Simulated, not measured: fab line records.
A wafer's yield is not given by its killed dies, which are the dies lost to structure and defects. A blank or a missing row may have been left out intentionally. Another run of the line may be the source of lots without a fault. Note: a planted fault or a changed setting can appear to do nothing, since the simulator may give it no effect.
Chamber matching :: flow n5-finfet :: 3 sister chambers for N5_HKMG_FIN_CVD_62 on thermal-cvd-si-01
The step deposits a-Si from Si2H6, target thk 3 nm, time 20.8 s. 14 wafers are shown with their chamber, then 7 later ones without.

== WAFERS, EACH WITH ITS CHAMBER ==
wafer: L484.2
chamber: 0
heater-power-w (W): 1196

wafer: L484.3
chamber: 2
heater-power-w (W): 1628

wafer: L484.6
chamber: 2
heater-power-w (W): 1599

wafer: L485.1
chamber: 0
heater-power-w (W): 1232

wafer: L485.2
chamber: 2
heater-power-w (W): 1590

wafer: L485.3
chamber: 1
heater-power-w (W): 1422

wafer: L489.1
chamber: 2
heater-power-w (W): 1586

wafer: L489.3
chamber: 1
heater-power-w (W): 1477

wafer: L489.4
chamber: 1
heater-power-w (W): 1457

wafer: L491.2
chamber: 1
heater-power-w (W): 1455

wafer: L491.4
chamber: 0
heater-power-w (W): 1225

wafer: L491.6
chamber: 1
heater-power-w (W): 1466

wafer: L495.1
chamber: 0
heater-power-w (W): 1223

wafer: L495.3
chamber: 1
heater-power-w (W): 1419

SIGNATURES, as means of the wafers listed above
reading: heater-power-w
chamber 0: 1219.00
chamber 1: 1449.33
chamber 2: 1600.75
scatter within a chamber: 20.5
Rule: a wafer's distance from a chamber is the root of the sum, over the readings, of the square of ((its reading less the chamber's mean) divided by the reading's scatter). The wafer belongs to the nearest chamber; if the next one is less than 2 further off, it can't be placed. The scatter: the root of (the sum of the squares of (reading less its chamber's mean) over the shown wafers, divided by (wafers less chambers)).

== WAFERS WITHOUT THEIR CHAMBER ==
wafer: L495.5
heater-power-w (W): 1423

wafer: L497.2
heater-power-w (W): 1544

wafer: L497.3
heater-power-w (W): 1241

wafer: L497.4
heater-power-w (W): 1249

wafer: L499.1
heater-power-w (W): 1253

wafer: L499.2
heater-power-w (W): 1606

wafer: L499.4
heater-power-w (W): 1577

== CHAMBER TAKEN BY EACH ==
wafer: L495.5
from the rows above: 1
in truth: 1

wafer: L497.2
from the rows above: can't be placed: 2 or 1
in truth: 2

wafer: L497.3
from the rows above: 0
in truth: 0

wafer: L497.4
from the rows above: 0
in truth: 0

wafer: L499.1
from the rows above: 0
in truth: 0

wafer: L499.2
from the rows above: 2
in truth: 2

wafer: L499.4
from the rows above: 2
in truth: 2
Correctly placed: 6 of 7. From these rows, 1 cannot be placed; in 1 the true chamber is one of the candidates. 0 placed wrongly.
